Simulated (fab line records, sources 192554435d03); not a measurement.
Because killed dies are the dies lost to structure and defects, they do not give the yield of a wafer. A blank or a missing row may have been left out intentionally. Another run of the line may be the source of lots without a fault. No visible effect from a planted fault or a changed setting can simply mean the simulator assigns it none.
Matching of chambers | flow n5-finfet | 4 sister chambers for N5_FIN_SAQP_SPACER2_ALD_28 on ald-sin-01
The step deposits SiO2, target thk 8.1 nm, pulse time 1 s, purge time 2 s. 4 wafers are shown with their chamber, then 8 later ones without.

## EACH WAFER AND ITS CHAMBER
wafer  | chamber | heater-power-w (W)
L084.6 | 1       | 451
L085.4 | 2       | 443
L085.5 | 3       | 497
L087.3 | 0       | 494

## WAFERS WITH NO CHAMBER GIVEN
wafer  | heater-power-w (W)
L087.4 | 458
L087.6 | 481
L089.1 | 507
L089.2 | 481
L089.6 | 440
L096.3 | 447
L096.5 | 456
L096.6 | 446

## WHICH CHAMBER EACH ONE RAN IN
wafer  | from the rows above     | in truth
L087.4 | can't be placed: 1 or 2 | 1
L087.6 | can't be placed: 0 or 3 | 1
L089.1 | can't be placed: 3 or 0 | 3
L089.2 | can't be placed: 0 or 3 | 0
L089.6 | can't be placed: 2 or 1 | 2
L096.3 | can't be placed: 1 or 2 | 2
L096.5 | can't be placed: 1 or 2 | 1
L096.6 | can't be placed: 2 or 1 | 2
0 of 8 placed correctly. These rows do not allow placing 8 (true chamber among the candidates in 7). Wrongly placed: 0.
How it was worked out, from the rows above alone: a wafer's distance from a chamber is the root of the sum, over the readings, of the square of ((its reading less the chamber's mean) divided by the reading's scatter). The wafer belongs to the nearest chamber; if the next one is less than 2 further off, it can't be placed. The mean given for a chamber averages the wafers shown for that chamber. The scatter: with one shown wafer a chamber, the root of the mean of the squares of how far each hidden wafer lies from its nearest shown one.
